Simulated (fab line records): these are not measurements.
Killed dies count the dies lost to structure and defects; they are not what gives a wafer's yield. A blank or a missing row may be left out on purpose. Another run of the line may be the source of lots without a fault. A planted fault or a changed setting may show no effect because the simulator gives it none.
fab line records ; flow nandHarc
record lots=5; wafers=15; lastDay=33
route steps=1302 shown THIN_TSV@1286 END@1301
lots untouched by any fault: they come from a run of this same line in which no faults occurred
startH: start of the lot's first displayed wafer, in hours after the record's first day ; waitH: time in hours since the lot's previous step ; " as in the row above ; L1.1+2: a single row standing in for several wafers ; - no value, or no start was given ; * or withheld: withheld ; < > ~ a bound
route shown NAME@n: a module of which the file shows steps, and the number in the route of the first ; usual: mean/standard deviation of fault-free wafers ; same: alike in all rows ; chamber/n: place in a boat ; sites: the reading at each site ; _std_site: their standard deviation ; _edge_site: mean of outer sites minus mean of inner sites ; radiusMm: for every site, how far away it sits from the centre of the wafer ; mask NAME#n: copy n ; behind: the last tool/chamber to shape the wafer ; hold: why the lot was held/for how many hours/how that ended ; device: which transistor (n, p or np) failed to switch ; end of line: tests of these same wafers at the route's end ; step lacking rows: just its recipe ; killed: at the first sort, the dies lost to defects and structure; wafer yield is something else ; map: dies across one wafer; x = killed, . = not, _ = none there
set.NAME: the run value of the setting; set.NAME@STEP: its run value at that earlier step ; model.NAME: the simulator's own value behind a step, which no gauge read
lots at some steps of the route; a table a step, a row a wafer
services: from which hour (startH, from the record's first day; less than 0 if before it) a tool's chamber was out of use, for how many hours, and why
## steps
# step NHARC_THIN_TSV_SOFTBAKE_28
# recipe tempC=122; timeS=95
lot.wafer;tool;chamber;startH;waitH
L077.4+5+6;lithoTrack-03;0;-;-
L090.1+3+4;lithoTrack-07;0;-;-
L091.4+5+6;lithoTrack-03;0;-;-
L095.1+2+6;lithoTrack-02;0;-;-
L093.1+2+3;lithoTrack-02;0;-;-
# step NHARC_THIN_TSV_EBR_29
lot.wafer;tool;chamber;startH;waitH
L077.4+5+6;lithoTrack-03;0;-;-
L090.1+3+4;lithoTrack-07;0;-;-
L091.4+5+6;lithoTrack-03;0;-;-
L095.1+2+6;lithoTrack-02;0;-;-
L093.1+2+3;lithoTrack-02;0;-;-
# step NHARC_THIN_TSV_EXPOSE_30
# recipe na=0.55; doseMj=11.47; maskId=PAD
# usual focusOffsetNm=0.1/0.52
lot.wafer;tool;chamber;startH;waitH;mask;focusOffsetNm
L077.4;krfScanner-01;0;591.07;-;PAD#0;-0.1
L077.5;krfScanner-01;0;591.07;-;PAD#0;0.3
L077.6;krfScanner-01;0;591.07;-;PAD#0;-0.1
L090.1;krfScanner-01;0;725.16;-;PAD#0;0.3
L090.3;krfScanner-01;0;725.16;-;PAD#0;0.5
L090.4;krfScanner-01;0;725.16;-;PAD#0;-0.7
L091.4;krfScanner-01;0;752.48;-;PAD#0;0.2
L091.5;krfScanner-01;0;752.48;-;PAD#0;-0.4
L091.6;krfScanner-01;0;752.48;-;PAD#0;-0.7
L095.1;krfScanner-02;0;761.35;-;PAD#0;0.8
L095.2;krfScanner-02;0;761.35;-;PAD#0;0.7
L095.6;krfScanner-02;0;761.35;-;PAD#0;0.3
L093.1;krfScanner-02;0;763.90;-;PAD#0;0.4
L093.2;krfScanner-02;0;763.90;-;PAD#0;0.5
L093.3;krfScanner-02;0;763.90;-;PAD#0;0.4
# step NHARC_THIN_TSV_PEB_31
# recipe pebTempC=118; pebTimeS=85
lot.wafer;tool;chamber;startH;waitH
L077.4+5+6;lithoTrack-02;0;591.13;0.0
L090.1+3+4;lithoTrack-07;0;725.22;0.1
L091.4+5+6;lithoTrack-03;0;752.53;0.0
L095.1+2+6;lithoTrack-03;0;761.41;0.1
L093.1+2+3;lithoTrack-03;0;763.97;0.1
# step NHARC_THIN_TSV_DEVELOP_32
# recipe timeS=70
lot.wafer;tool;chamber;startH;waitH
L077.4+5+6;lithoTrack-02;0;-;-
L090.1+3+4;lithoTrack-07;0;-;-
L091.4+5+6;lithoTrack-03;0;-;-
L095.1+2+6;lithoTrack-03;0;-;-
L093.1+2+3;lithoTrack-03;0;-;-
# step NHARC_THIN_TSV_CD_MEAS_33
# recipe targetCdNm=5000; landingEnergyEv=500
# usual cdNm=5000.6/1.6
lot.wafer;tool;chamber;startH;waitH;cdNm
L077.4;cdSem-02;0;591.22;-;5002.4
L077.5;cdSem-02;0;591.22;-;4999.4
L077.6;cdSem-02;0;591.22;-;5000.0
L090.1;cdSem-03;0;725.31;-;5001.4
L090.3;cdSem-03;0;725.31;-;5002.9
L090.4;cdSem-03;0;725.31;-;5000.4
L091.4;cdSem-02;0;752.63;-;4996.8
L091.5;cdSem-02;0;752.63;-;5000.6
L091.6;cdSem-02;0;752.63;-;4999.4
L095.1;cdSem-01;0;761.51;-;5000.2
L095.2;cdSem-01;0;761.51;-;5001.7
L095.6;cdSem-01;0;761.51;-;5001.8
L093.1;cdSem-03;0;764.06;-;4997.7
L093.2;cdSem-03;0;764.06;-;4998.3
L093.3;cdSem-03;0;764.06;-;4997.7
# step NHARC_THIN_TSV_HARDBAKE_34
# recipe tempC=125; timeS=80
lot.wafer;tool;chamber;startH;waitH
L077.4+5+6;lithoTrack-03;0;591.30;-
L090.1+3+4;lithoTrack-03;0;725.39;-
L091.4+5+6;lithoTrack-03;0;752.71;-
L095.1+2+6;lithoTrack-07;0;761.59;-
L093.1+2+3;lithoTrack-02;0;764.14;-
# step NHARC_THIN_TSV_DESCUM_35
# recipe timeS=3; o2FlowSccm=200; arFlowSccm=0; biasPowerW=0; chemistry=O2
# usual chamberPressureMTorr=60.00/0.058; drypumpMotorCurrentA=5.8/0.59; oesProductAu=0.996/0.01; rfVppV=57.8/0.86; showerheadPlenumPTorr=1.91/0.086; throttleValvePct=11.311/0.0082
lot.wafer;tool;chamber;startH;waitH;chamberPressureMTorr;drypumpMotorCurrentA;oesProductAu;rfHoursCounterH;rfVppV;showerheadPlenumPTorr;throttleValvePct
L077.5;rieDiel-01;0;591.42;-;60.04;4.8;0.993;-;57.8;1.83;11.319
L077.4;rieDiel-01;2;591.42;-;60.03;5.9;0.994;-;56.9;2.05;11.308
L077.6;rieDiel-01;3;591.42;-;59.98;4.8;1.003;-;57.9;1.95;11.327
L090.4;rieDiel-05;2;725.49;-;60.01;6.3;1.010;4.7;59.2;1.98;11.304
L090.3;rieDiel-05;3;725.49;-;59.98;6.1;1.003;5.3;57.7;1.98;11.311
L090.1;rieDiel-05;0;725.49;-;60.03;6.0;1.003;5.1;58.4;1.93;11.304
L091.4;rieDiel-06;0;752.79;-;59.95;6.8;1.002;5.2;55.4;1.82;11.311
L091.6;rieDiel-06;3;752.79;-;60.01;4.9;0.976;-;57.7;1.79;11.307
L091.5;rieDiel-06;0;752.79;-;59.99;6.8;0.994;-;57.5;1.82;11.306
L095.2;rieDiel-06;0;761.68;-;60.07;6.8;1.011;5.8;57.7;1.82;11.313
L095.1;rieDiel-06;2;761.68;-;60.07;6.0;1.010;6.8;57.8;1.87;11.319
L095.6;rieDiel-06;0;761.68;-;60.02;6.8;1.009;-;56.4;1.82;11.309
L093.1;rieDiel-06;2;764.23;-;60.12;6.0;1.014;6.9;57.4;1.87;11.311
L093.2;rieDiel-06;3;764.23;-;59.90;4.9;0.985;6.3;57.0;1.79;11.311
L093.3;rieDiel-06;0;764.23;-;60.05;6.8;0.995;5.9;57.1;1.82;11.313
# step NHARC_THIN_TSV_ETCH_59
# recipe targetDepthA=8800; icpW=900; biasW=100; Cl2_flow_sccm=60; bcl3FlowSccm=30; timeS=138.1; chemistry=Cl2/BCl3
# usual bcl3FlowSccm=30.00/0.1; chamberPressureMTorr=9.999/0.0092; drypumpMotorCurrentA=5.7/0.55; oesProductAu=0.998/0.0097; throttleValvePct=22.264/0.0091
lot.wafer;tool;chamber;startH;waitH;bcl3FlowSccm;chamberPressureMTorr;drypumpMotorCurrentA;oesProductAu;rfHoursCounterH;throttleValvePct
L077.4;rieMetal-03;1;591.63;0.2;29.92;9.996;6.4;0.986;-;22.269
L077.5;rieMetal-03;0;591.63;0.2;29.97;10.004;6.4;0.981;-;22.262
L077.6;rieMetal-03;1;591.63;0.2;29.97;10.006;6.4;0.989;-;22.264
L090.1;rieMetal-03;1;725.64;0.1;29.82;9.998;6.3;0.986;0.2;22.256
L090.3;rieMetal-03;0;725.64;0.1;29.98;10.011;6.4;0.992;-;22.256
L090.4;rieMetal-03;1;725.64;0.1;29.94;9.999;6.3;0.992;-;22.261
L091.4;rieMetal-02;0;753.12;0.3;29.77;9.990;5.3;0.995;-;22.277
L091.5;rieMetal-02;0;753.12;0.3;29.91;9.998;5.3;1.007;-;22.278
L091.6;rieMetal-02;0;753.12;0.3;29.89;10.003;5.3;1.001;-;22.284
L095.2;rieMetal-01;1;761.79;0.1;29.80;9.994;5.3;1.022;0.0;22.265
L095.1;rieMetal-01;0;761.79;0.1;30.02;9.989;5.0;0.999;0.0;22.247
L095.6;rieMetal-01;1;761.79;0.1;29.90;9.997;5.3;1.010;-;22.247
L093.1;rieMetal-02;0;764.35;0.1;29.85;9.996;5.2;1.004;2.9;22.246
L093.2;rieMetal-02;0;764.35;0.1;30.05;9.999;5.2;1.004;-;22.264
L093.3;rieMetal-02;0;764.35;0.1;29.93;9.986;5.2;1.006;-;22.257
# step NHARC_THIN_TSV_ETCH_36
# recipe targetDepthA=650; overEtchFrac=0.3; timeS=18.571; ionEnergyEv=150; chemistry=Cl2/BCl3
# usual chamberPressureMTorr=10.001/0.0092; drypumpMotorCurrentA=5.7/0.54; oesProductAu=0.996/0.0093
lot.wafer;tool;chamber;startH;waitH;chamberPressureMTorr;drypumpMotorCurrentA;oesProductAu;rfHoursCounterH
L077.4;rieMetal-03;0;591.80;0.1;10.014;6.4;0.988;-
L077.5;rieMetal-03;1;591.80;0.1;10.004;6.4;0.987;-
L077.6;rieMetal-03;0;591.80;0.1;9.993;6.5;0.990;-
L090.1;rieMetal-03;0;725.86;0.2;10.002;6.4;0.997;0.4
L090.3;rieMetal-03;0;725.86;0.2;10.001;6.4;0.992;-
L090.4;rieMetal-03;1;725.86;0.2;10.002;6.4;0.989;-
L091.4;rieMetal-02;0;753.42;0.2;9.997;5.2;1.008;-
L091.5;rieMetal-02;0;753.42;0.2;9.998;5.2;1.004;-
L091.6;rieMetal-02;0;753.42;0.2;9.991;5.2;0.996;-
L095.2;rieMetal-01;1;762.05;0.2;9.990;5.3;1.010;0.2
L095.1;rieMetal-01;0;762.05;0.2;9.994;5.0;0.993;0.2
L095.6;rieMetal-01;0;762.05;0.2;10.002;5.0;0.991;-
L093.2;rieMetal-02;1;764.82;0.3;9.985;5.6;0.991;2.0
L093.1;rieMetal-02;0;764.82;0.3;10.002;5.2;0.997;3.2
L093.3;rieMetal-02;1;764.82;0.3;9.986;5.6;1.006;-
# step NHARC_THIN_TSV_STRIP_56
# recipe powerW=1500; tempC=250; chemistry=O2
# usual drypumpMotorCurrentA=5.4/0.45; heaterPowerW=347/9.9
lot.wafer;tool;chamber;startH;waitH;drypumpMotorCurrentA;heaterPowerW;rfHoursCounterH
L077.4;plasmaAsher-02;0;592.02;0.2;5.7;318;-
L077.6;plasmaAsher-02;1;592.02;0.2;5.9;342;-
L077.5;plasmaAsher-02;0;592.02;0.2;5.7;327;-
L090.1;plasmaAsher-02;0;726.01;0.1;5.7;346;25
L090.4;plasmaAsher-02;1;726.01;0.1;5.9;364;-
L090.3;plasmaAsher-02;0;726.01;0.1;5.7;347;-
L091.4;plasmaAsher-01;0;753.61;0.2;4.7;350;-
L091.6;plasmaAsher-01;0;753.61;0.2;4.7;341;-
L091.5;plasmaAsher-01;1;753.61;0.2;5.2;338;-
L095.2;plasmaAsher-01;1;762.15;0.1;5.2;342;11
L095.1;plasmaAsher-01;0;762.15;0.1;4.7;352;11
L095.6;plasmaAsher-01;1;762.15;0.1;5.2;340;-
L093.2;plasmaAsher-02;0;764.92;0.1;5.7;337;34
L093.1;plasmaAsher-02;1;764.92;0.1;5.8;354;34
L093.3;plasmaAsher-02;0;764.92;0.1;5.7;345;-
# step NHARC_THIN_TSV_STRIP_57
# recipe timeS=1200; tempC=72.5; chemistry=postEtchResidueRemover
# usual bathGuardTempC=72.6/0.52
lot.wafer;tool;chamber;startH;waitH;bathGuardTempC
L077.4;wetBench-10;2;592.27;0.2;72.2
L077.6;wetBench-10;3;592.27;0.2;72.8
L077.5;wetBench-10;5;592.27;0.2;72.4
L090.1;wetBench-10;4;726.31;0.3;71.4
L090.4;wetBench-10;7;726.31;0.3;72.6
L090.3;wetBench-10;1;726.31;0.3;73.0
L091.6;wetBench-10;5;753.87;0.1;72.3
L091.5;wetBench-10;7;753.87;0.1;73.2
L091.4;wetBench-10;1;753.87;0.1;72.8
L095.6;wetBench-10;5;762.51;0.1;72.8
L095.2;wetBench-10;7;762.51;0.1;73.5
L095.1;wetBench-10;0;762.51;0.1;72.4
L093.2;wetBench-10;5;765.28;0.3;72.4
L093.3;wetBench-10;7;765.28;0.3;73.1
L093.1;wetBench-10;0;765.28;0.3;72.5
# step NHARC_THIN_TSV_CD_MEAS_37
# usual cdNm=5000.2/2.4
lot.wafer;tool;chamber;startH;waitH;cdNm
L077.4;cdSem-02;-;592.74;-;5001.8
L077.5;cdSem-02;-;592.74;-;4999.5
L077.6;cdSem-02;-;592.74;-;4998.2
L090.1;cdSem-03;-;726.76;-;4996.8
L090.3;cdSem-03;-;726.76;-;5003.2
L090.4;cdSem-03;-;726.76;-;4998.6
L091.4;cdSem-02;-;754.32;-;4997.7
L091.5;cdSem-02;-;754.32;-;4997.7
L091.6;cdSem-02;-;754.32;-;4999.0
L095.1;cdSem-03;-;762.95;-;4997.7
L095.2;cdSem-03;-;762.95;-;4996.2
L095.6;cdSem-03;-;762.95;-;5001.1
L093.1;cdSem-01;-;765.71;-;4996.4
L093.2;cdSem-01;-;765.71;-;4996.0
L093.3;cdSem-01;-;765.71;-;4998.3
# step NHARC_THIN_TSV_ANNEAL_58
# recipe tempC=400; timeS=1800
# usual tubeCenterTempC=400/0.038; zonePowerBottomPct=6.27/0.26
lot.wafer;tool;chamber;startH;waitH;tubeCenterTempC;zonePowerBottomPct
L077.4;furnace-01;0;602.12;9.4;400.03;6.06
L077.5;furnace-01;0;602.12;9.4;399.97;6.02
L077.6;furnace-01;0;602.12;9.4;399.98;6.07
L090.1;furnace-07;0;729.91;3.1;400;6.29
L090.3;furnace-07;0;729.91;3.1;399.97;6.29
L090.4;furnace-07;0;729.91;3.1;399.98;6.39
L091.4;furnace-01;0;757.38;3.1;400;6.09
L091.5;furnace-01;0;757.38;3.1;400.05;5.99
L091.6;furnace-01;0;757.38;3.1;399.93;6.06
L093.1;furnace-01;0;766.02;0.3;400.01;6.15
L093.2;furnace-01;0;766.02;0.3;399.98;6.11
L093.3;furnace-01;0;766.02;0.3;400.01;6.16
L095.1;furnace-01;0;766.02;3.1;399.96;6.15
L095.2;furnace-01;0;766.02;3.1;400.04;6.21
L095.6;furnace-01;0;766.02;3.1;400.03;6.02
# step NHARC_THIN_TSV_INSPECT_40
# usual rawDefectCount=554/87
lot.wafer;tool;chamber;startH;waitH;rawDefectCount
L077.4;defectInspect-02;-;603.56;0.4;573
L077.5;defectInspect-02;-;603.56;0.4;443
L077.6;defectInspect-02;-;603.56;0.4;553
L090.1;defectInspect-01;-;731.37;0.4;770
L090.3;defectInspect-01;-;731.37;0.4;654
L090.4;defectInspect-01;-;731.37;0.4;568
L091.4;defectInspect-01;-;758.82;0.4;598
L091.5;defectInspect-01;-;758.82;0.4;788
L091.6;defectInspect-01;-;758.82;0.4;677
L093.1;defectInspect-01;-;767.50;0.4;522
L093.2;defectInspect-01;-;767.50;0.4;581
L093.3;defectInspect-01;-;767.50;0.4;542
L095.1;defectInspect-02;-;767.50;0.4;501
L095.2;defectInspect-02;-;767.50;0.4;540
L095.6;defectInspect-02;-;767.50;0.4;554
# step NHARC_END_WLT_00
# usual VT_DECK1_BOTTOM=0.870/0.0068; VT_DECK1_BOTTOM_INNER=0.869/0.0072; VT_DECK1_MEDIAN_NEAR_BOTTOM=0.871/0.0069; VT_DECK1_MEDIAN_NEAR_BOTTOM_INNER=0.869/0.0071; VT_DECK1_MIDDLE=0.882/0.0065; VT_DECK1_MIDDLE_INNER=0.883/0.0059; VT_DECK1_TOP=0.894/0.0057; VT_DECK1_TOP_INNER=0.894/0.0064; VT_DECK2_BOTTOM=0.873/0.0089; VT_DECK2_BOTTOM_INNER=0.873/0.0086; VT_DECK2_MEDIAN_NEAR_BOTTOM=0.874/0.0078; VT_DECK2_MEDIAN_NEAR_BOTTOM_INNER=0.874/0.008; VT_DECK2_MIDDLE=0.886/0.0079; VT_DECK2_MIDDLE_INNER=0.887/0.0074; VT_DECK2_TOP=0.898/0.0076; VT_DECK2_TOP_INNER=0.898/0.0073
lot.wafer;tool;chamber;startH;waitH;VT_DECK1_BOTTOM;VT_DECK1_BOTTOM_INNER;VT_DECK1_MEDIAN_NEAR_BOTTOM;VT_DECK1_MEDIAN_NEAR_BOTTOM_INNER;VT_DECK1_MIDDLE;VT_DECK1_MIDDLE_INNER;VT_DECK1_TOP;VT_DECK1_TOP_INNER;VT_DECK2_BOTTOM;VT_DECK2_BOTTOM_INNER;VT_DECK2_MEDIAN_NEAR_BOTTOM;VT_DECK2_MEDIAN_NEAR_BOTTOM_INNER;VT_DECK2_MIDDLE;VT_DECK2_MIDDLE_INNER;VT_DECK2_TOP;VT_DECK2_TOP_INNER
L077.4;prober-02;-;605.12;1.6;0.867;0.871;0.868;0.860;0.881;0.886;0.904;0.899;0.866;0.874;0.875;0.875;0.889;0.889;0.909;0.904
L077.5;prober-02;-;605.12;1.6;0.878;0.873;0.878;0.883;0.885;0.890;0.892;0.890;0.877;0.871;0.878;0.881;0.884;0.883;0.907;0.899
L077.6;prober-02;-;605.12;1.6;0.870;0.871;0.857;0.861;0.882;0.881;0.897;0.891;0.878;0.876;0.878;0.880;0.887;0.881;0.898;0.901
L090.1;prober-02;-;731.43;0.1;0.865;0.869;0.866;0.872;0.883;0.873;0.886;0.894;0.859;0.864;0.878;0.868;0.882;0.889;0.895;0.897
L090.3;prober-02;-;732.44;1.1;0.857;0.864;0.852;0.859;0.872;0.886;0.887;0.883;0.862;0.868;0.866;0.869;0.882;0.884;0.891;0.903
L090.4;prober-02;-;732.44;1.1;0.866;0.860;0.875;0.864;0.873;0.883;0.893;0.886;0.881;0.868;0.873;0.876;0.877;0.886;0.897;0.894
L091.4;prober-01;-;760.38;1.6;0.865;0.869;0.869;0.866;0.879;0.886;0.900;0.892;0.857;0.870;0.865;0.872;0.888;0.883;0.891;0.903
L091.5;prober-01;-;760.38;1.6;0.862;0.867;0.872;0.860;0.877;0.879;0.901;0.893;0.867;0.871;0.879;0.872;0.874;0.885;0.899;0.898
L091.6;prober-01;-;760.38;1.6;0.865;0.876;0.875;0.880;0.882;0.885;0.892;0.896;0.879;0.870;0.872;0.868;0.875;0.886;0.899;0.902
L093.1;prober-01;-;767.55;0.0;0.874;0.882;0.879;0.875;0.897;0.886;0.902;0.903;0.866;0.861;0.860;0.874;0.881;0.882;0.902;0.896
L093.2;prober-01;-;767.55;0.0;0.873;0.885;0.874;0.868;0.888;0.893;0.893;0.900;0.876;0.870;0.877;0.877;0.886;0.893;0.896;0.901
L093.3;prober-01;-;767.55;0.0;0.873;0.870;0.873;0.873;0.892;0.892;0.893;0.894;0.878;0.882;0.873;0.884;0.876;0.889;0.905;0.896
L095.1;prober-01;-;775.28;7.8;0.877;0.877;0.878;0.875;0.882;0.883;0.894;0.895;0.872;0.874;0.878;0.876;0.892;0.893;0.905;0.912
L095.2;prober-01;-;775.28;7.8;0.864;0.869;0.875;0.869;0.884;0.882;0.886;0.896;0.887;0.890;0.890;0.888;0.900;0.900;0.904;0.902
L095.6;prober-01;-;777.77;10.3;0.868;0.876;0.878;0.886;0.888;0.889;0.892;0.898;0.881;0.876;0.879;0.885;0.899;0.900;0.905;0.903
## services
tool;chamber;startH;hours;kind
rieDiel-06;1;568.69;5.0;repair
krfScanner-01;-;573.38;1.4;repair
rieMetal-01;-;575.07;9.0;pm
lithoTrack-02;-;577.00;7.0;pm
rieDiel-06;3;581.97;6.5;repair
rieMetal-01;0;597.88;1.3;repair
lithoTrack-07;-;601.00;7.0;pm
plasmaAsher-02;-;603.00;9.0;pm
krfScanner-02;-;617.96;4.0;pm
lithoTrack-03;-;625.03;7.0;pm
rieMetal-02;-;631.00;9.0;pm
rieDiel-06;-;644.38;0.6;repair
krfScanner-01;-;656.21;4.0;pm
rieDiel-06;-;661.20;9.0;pm
wetBench-10;-;671.10;8.0;pm
wetBench-10;-;695.80;4.0;repair
rieMetal-03;-;696.00;9.0;pm
plasmaAsher-01;-;696.72;9.0;pm
krfScanner-01;-;697.19;2.3;repair
plasmaAsher-02;-;705.77;1.0;repair
rieMetal-03;1;730.75;46.9;repair
rieMetal-03;0;742.08;15.0;repair
rieMetal-02;1;746.89;17.5;repair
lithoTrack-02;-;752.00;7.0;pm
## key
fault none
